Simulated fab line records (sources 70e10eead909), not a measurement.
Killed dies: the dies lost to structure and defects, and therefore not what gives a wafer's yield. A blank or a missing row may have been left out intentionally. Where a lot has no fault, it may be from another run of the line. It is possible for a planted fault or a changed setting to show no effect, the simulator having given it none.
fab line records -- flow nandHarc
record lots=6, wafers=18, lastDay=32
route steps=1302 shown P_GATE@192 END@1302
lots untouched by any fault: they come from a run of this same line in which no faults occurred
startH: start of the lot's first displayed wafer, in hours after the record's first day -- waitH: hours since the lot's step before -- " repeats the value in the row above -- L1.1+2: several wafers, shown together as one row -- - no value, or no start given -- * or withheld: withheld -- < > ~ a bound
route shown NAME@n: NAME is a module with steps in the file, n the number in the route of the first one -- usual: mean and standard deviation over wafers with no fault -- same: alike in all rows -- chamber/n: place in a boat -- sites: per-site readings -- _std_site: their standard deviation -- _edge_site: the outer-site mean with the inner-site mean subtracted -- radiusMm: how far each site lies from the wafer's centre -- mask NAME#n: copy n -- behind: the most recent tool/chamber to have shaped the wafer -- hold: cause of the lot's hold/its duration in hours/its outcome -- device: transistor that didn't switch, given as n, p or np -- end of line: at the end of the route, the tests of the same wafers -- a step given without rows: its recipe and nothing more -- killed: the dies lost at the first sort to structure and to defects; this is not the yield of the wafer -- map: a wafer's dies, x killed, . not, _ none there
set.NAME: the run value of the setting; set.NAME@STEP: its run value at that earlier step -- model.NAME: the simulator's own value behind a step, which no gauge read
lots at selected steps of the route; one table per step, one row per wafer
services: from which hour (startH, from the record's first day; less than 0 if before it) a tool's chamber was out of use, for how many hours, and why
## steps
# step NHARC_P_GATE_DEHYDRATE_83
# recipe tempC=150, timeS=120
# step NHARC_P_GATE_HMDS_84
# recipe timeS=30
# step NHARC_P_GATE_COAT_85
# recipe spinRpm=3000
# step NHARC_P_GATE_SOFTBAKE_86
# recipe tempC=122, timeS=95
# step NHARC_P_GATE_EBR_87
# step NHARC_P_GATE_EXPOSE_88
# recipe na=0.6, targetCdNm=2000, doseMj=11.87, maskId=P_HVN
# step NHARC_P_GATE_PEB_89
# recipe pebTempC=118, pebTimeS=85
# step NHARC_P_GATE_DEVELOP_90
# recipe timeS=70
# step NHARC_P_GATE_CD_MEAS_91
# recipe targetCdNm=2000, landingEnergyEv=500
# usual cdNm=1998.7/2.3
lot.wafer,tool,chamber,startH,waitH,cdNm
L987.3,cdSem-01,0,164.21,-,1997.0
L987.5,cdSem-01,0,164.21,-,1998.7
L987.6,cdSem-01,0,164.21,-,1999.2
L990.2,cdSem-02,0,195.14,-,1997.5
L990.4,cdSem-02,0,195.14,-,1998.1
L990.6,cdSem-02,0,195.14,-,1998.3
L998.4,cdSem-01,0,277.15,-,1998.7
L998.5,cdSem-01,0,277.15,-,2002.2
L998.6,cdSem-01,0,277.15,-,1999.6
L999.4,cdSem-01,0,284.22,-,2004.7
L999.5,cdSem-01,0,284.22,-,2001.2
L999.6,cdSem-01,0,284.22,-,1998.7
L103.4,cdSem-01,0,321.03,-,1997.3
L103.5,cdSem-01,0,321.03,-,1998.2
L103.6,cdSem-01,0,321.03,-,1998.6
L104.2,cdSem-02,0,331.34,-,1996.0
L104.5,cdSem-02,0,331.34,-,1999.5
L104.6,cdSem-02,0,331.34,-,2001.1
# step NHARC_P_GATE_HARDBAKE_92
# recipe tempC=125, timeS=80
# step NHARC_P_GATE_DESCUM_93
# recipe timeS=3, o2FlowSccm=200, arFlowSccm=0, biasPowerW=0, chemistry=O2
# usual drypumpMotorCurrentA=5.65/0.28, oesProductAu=0.993/0.012, rfVppV=57.7/0.86, showerheadPlenumPTorr=1.90/0.069, throttleValvePct=11.311/0.0091
lot.wafer,tool,chamber,startH,waitH,drypumpMotorCurrentA,oesProductAu,rfHoursCounterH,rfVppV,showerheadPlenumPTorr,throttleValvePct
L987.3,rieDiel-08,2,164.39,-,6.01,1.000,8,56.8,1.82,11.300
L987.6,rieDiel-08,3,164.39,-,5.26,0.985,-,56.1,1.79,11.316
L987.5,rieDiel-08,1,164.39,-,5.91,0.994,-,57.7,1.99,11.308
L990.4,rieDiel-05,0,195.30,-,5.90,0.984,6,57.8,1.94,11.304
L990.2,rieDiel-05,2,195.30,-,5.72,0.998,6,59.1,1.92,11.310
L990.6,rieDiel-05,0,195.30,-,5.93,0.989,-,58.7,1.94,11.318
L998.4,rieDiel-08,1,277.30,-,5.90,0.991,3,56.7,1.98,11.307
L998.6,rieDiel-08,1,277.30,-,5.90,0.985,-,58.4,1.98,11.311
L998.5,rieDiel-08,2,277.30,-,6.00,0.971,-,58.0,1.82,11.312
L999.4,rieDiel-05,0,284.41,-,5.88,0.971,3,57.5,1.94,11.309
L999.6,rieDiel-05,1,284.41,-,5.26,0.979,-,59.3,1.98,11.311
L999.5,rieDiel-05,2,284.41,-,5.74,0.967,-,58.1,1.92,11.314
L103.4,rieDiel-08,1,321.21,-,5.91,0.985,5,58.9,1.98,11.302
L103.6,rieDiel-08,3,321.21,-,5.29,0.981,-,57.3,1.79,11.317
L103.5,rieDiel-08,0,321.21,-,5.47,1.003,-,57.6,1.88,11.319
L104.2,rieDiel-08,1,331.51,-,5.92,0.983,5,58.6,1.98,11.303
L104.6,rieDiel-08,0,331.51,-,5.47,1.009,-,58.7,1.88,11.309
L104.5,rieDiel-08,1,331.51,-,5.91,0.985,-,58.1,1.98,11.305
# step NHARC_P_GATE_IMPLANT_94
# recipe energyKev=60, doseCm2=2e+15, tiltDeg=7
# step NHARC_P_GATE_STRIP_113
# recipe powerW=1500, tempC=110, timeS=740, chemistry=N2/H2
# usual drypumpMotorCurrentA=6.03/0.13, heaterPowerW=88/8.5
lot.wafer,tool,chamber,startH,waitH,drypumpMotorCurrentA,heaterPowerW,rfHoursCounterH
L987.3,plasmaAsher-02,1,164.99,0.4,6.13,91,-
L987.6,plasmaAsher-02,1,164.99,0.4,6.11,91,-
L987.5,plasmaAsher-02,0,164.99,0.4,5.81,73,-
L990.2,plasmaAsher-01,0,195.80,0.3,6.09,90,4
L990.4,plasmaAsher-01,0,195.80,0.3,6.10,93,-
L990.6,plasmaAsher-01,0,195.80,0.3,6.09,88,-
L998.4,plasmaAsher-01,0,277.91,0.3,-,-,-
L998.6,plasmaAsher-01,0,277.91,0.3,-,-,-
L998.5,plasmaAsher-01,1,277.91,0.3,-,-,-
L999.4,plasmaAsher-02,0,285.09,0.5,-,-,-
L999.6,plasmaAsher-02,1,285.09,0.5,-,-,-
L999.5,plasmaAsher-02,0,285.09,0.5,-,-,-
L103.4,plasmaAsher-02,1,321.79,0.3,6.12,91,-
L103.6,plasmaAsher-02,1,321.79,0.3,6.14,94,-
L103.5,plasmaAsher-02,0,321.79,0.3,5.81,72,-
L104.2,plasmaAsher-02,1,331.99,0.3,6.12,92,10
L104.5,plasmaAsher-02,0,331.99,0.3,5.82,72,-
L104.6,plasmaAsher-02,1,331.99,0.3,6.12,94,-
# step NHARC_P_GATE_STRIP_95
# recipe powerW=1500, tempC=250, chemistry=O2
# usual drypumpMotorCurrentA=6.03/0.13, heaterPowerW=328/32
lot.wafer,tool,chamber,startH,waitH,drypumpMotorCurrentA,heaterPowerW,rfHoursCounterH
L987.3,plasmaAsher-02,1,165.49,0.4,6.11,347,-
L987.6,plasmaAsher-02,1,165.49,0.4,6.12,352,-
L987.5,plasmaAsher-02,0,165.49,0.4,5.79,273,-
L990.2,plasmaAsher-01,0,196.41,0.5,6.06,340,5
L990.4,plasmaAsher-01,0,196.41,0.5,6.10,342,-
L990.6,plasmaAsher-01,0,196.41,0.5,6.08,343,-
L998.4,plasmaAsher-01,0,278.40,0.4,6.07,340,-
L998.6,plasmaAsher-01,0,278.40,0.4,6.09,347,-
L998.5,plasmaAsher-01,1,278.40,0.4,6.13,362,-
L999.4,plasmaAsher-02,0,285.48,0.3,5.81,278,-
L999.6,plasmaAsher-02,1,285.48,0.3,6.11,351,-
L999.5,plasmaAsher-02,0,285.48,0.3,5.78,278,-
L103.4,plasmaAsher-02,1,322.29,0.4,6.06,350,-
L103.6,plasmaAsher-02,1,322.29,0.4,6.11,347,-
L103.5,plasmaAsher-02,0,322.29,0.4,5.80,269,-
L104.2,plasmaAsher-02,1,332.59,0.5,6.14,343,11
L104.5,plasmaAsher-02,0,332.59,0.5,5.80,274,-
L104.6,plasmaAsher-02,1,332.59,0.5,6.14,337,-
# step NHARC_END_SORT_01
# recipe tempC=25
# usual killedAtArray=55/19, killedAtOther=0.9/1.4, killedAtPeriphery=3.8/2.9, killedDies=60/19, killedOpen=3.3/1.8, killedShort=2.6/1.6
# same grossDies=677
lot.wafer,tool,chamber,startH,waitH,killedAtArray,killedAtOther,killedAtPeriphery,killedDies,killedOpen,killedShort
L987.3,prober-02,0,625.56,3.1,92,0,6,98,6,2
L987.5,prober-02,0,627.15,3.7,89,0,3,92,7,2
L987.6,prober-02,0,627.95,4.0,78,1,9,88,3,3
L104.2,prober-01,0,776.60,2.8,67,2,5,74,4,5
L104.5,prober-01,0,779.01,3.7,40,4,8,52,5,4
L104.6,prober-01,0,779.81,4.0,62,6,0,68,2,3
# killed by level:class
L987.3 A_CHANNEL_HOLE_D1:chamberFilmFlake=36 A_SLIT:chamberFilmFlake=30 A_CHANNEL_HOLE_D2:chamberFilmFlake=7 A_ZERO_WELL:chamberFilmFlake=3 A_BLC:chamberFilmFlake=3 P_ZERO_WELL:chamberFilmFlake=2 A_DECK1_JOINT:chamberFilmFlake=2 A_WL_FILL:chamberFilmFlake=2
L987.5 A_CHANNEL_HOLE_D1:chamberFilmFlake=29 A_SLIT:chamberFilmFlake=28 A_CHANNEL_HOLE_D2:chamberFilmFlake=11 A_WL_FILL:chamberFilmFlake=5 A_CHANNEL_HOLE_D1:geometricParticle:open=2 A_DECK1_JOINT:geometricParticle:open=2 P_M2:chamberFilmFlake=2 A_STAIRCASE:chamberFilmFlake=2
L987.6 A_CHANNEL_HOLE_D1:chamberFilmFlake=32 A_SLIT:chamberFilmFlake=16 A_CHANNEL_HOLE_D2:chamberFilmFlake=10 A_BLC:chamberFilmFlake=4 A_CONTACT:chamberFilmFlake=4 P_CONTACT:chamberFilmFlake=3 A_WL_FILL:chamberFilmFlake=3 P_M0:chamberFilmFlake=2
L104.2 A_CHANNEL_HOLE_D2:chamberFilmFlake=24 A_SLIT:chamberFilmFlake=20 A_CHANNEL_HOLE_D1:chamberFilmFlake=8 A_CHANNEL_FILL_D2:chamberFilmFlake=3 A_CONTACT:chamberFilmFlake=3 A_WL_FILL:geometricParticle:short=2 P_GATE:chamberFilmFlake=2 THIN_TSV:chamberFilmFlake=2
L104.5 A_CHANNEL_HOLE_D2:chamberFilmFlake=11 A_SLIT:chamberFilmFlake=9 A_CHANNEL_HOLE_D1:chamberFilmFlake=7 A_CONTACT:chamberFilmFlake=4 THIN_TSV:chamberFilmFlake=4 P_GATE:chamberFilmFlake=3 P_CONTACT:geometricParticle:short=2 P_BONDPAD:geometricParticle:short=1
L104.6 A_SLIT:chamberFilmFlake=23 A_CHANNEL_HOLE_D2:chamberFilmFlake=17 A_CHANNEL_HOLE_D1:chamberFilmFlake=9 THIN_TSV:chamberFilmFlake=6 A_CONTACT:chamberFilmFlake=3 A_DECK1_JOINT:geometricParticle:short=2 A_CHANNEL_FILL_D2:chamberFilmFlake=2 A_SOURCE_PLATE:geometricParticle:short=1
## services
tool,chamber,startH,hours,kind
rieDiel-08,0,145.30,-,clean
rieDiel-08,1,145.30,-,clean
rieDiel-08,2,145.30,-,clean
rieDiel-08,3,145.30,-,clean
rieDiel-05,2,157.39,2.0,repair
plasmaAsher-01,-,165.00,9.0,pm
plasmaAsher-01,0,165.00,9.0,ventCycle
plasmaAsher-01,1,165.00,9.0,ventCycle
rieDiel-08,0,179.01,24.6,repair
rieDiel-08,1,181.42,3.5,repair
rieDiel-08,-,184.41,1.0,repair
rieDiel-08,-,190.80,9.0,pm
rieDiel-05,-,229.60,9.0,pm
rieDiel-05,1,242.36,7.3,repair
rieDiel-05,-,250.50,0.3,repair
plasmaAsher-02,-,270.84,9.0,pm
plasmaAsher-02,0,270.84,9.0,ventCycle
plasmaAsher-02,1,270.84,9.0,ventCycle
rieDiel-08,2,271.40,3.6,repair
plasmaAsher-01,-,279.12,4.4,repair
plasmaAsher-02,0,279.84,-,clean
plasmaAsher-02,1,279.84,-,clean
plasmaAsher-02,-,289.20,6.4,repair
plasmaAsher-02,-,317.74,1.0,repair
## key
firstSign step=NHARC_P_GATE_STRIP_113, reading=toolRecord, direction=missing
effect none on later readings
metAt NHARC_P_GATE_STRIP_113
struckWafers L998.4,L998.5,L998.6,L999.4,L999.5,L999.6
testerLeftOut L998,L999
onsetBetween 195.80 277.91
fault kind=skippedStepWhole, tool=plasmaAsher-01,plasmaAsher-02, chamber=-, onsetH=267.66, steps=NHARC_P_GATE_STRIP_113, scope=struckLotsOnly
# testerLeftOut: of these lots the tester's yield and bins aren't shown, on N5 and GAA mostly nor the transistor test; their killed dies are dies lost to structure and defects alone, not to doping, threshold or leakage, so they don't give the yield
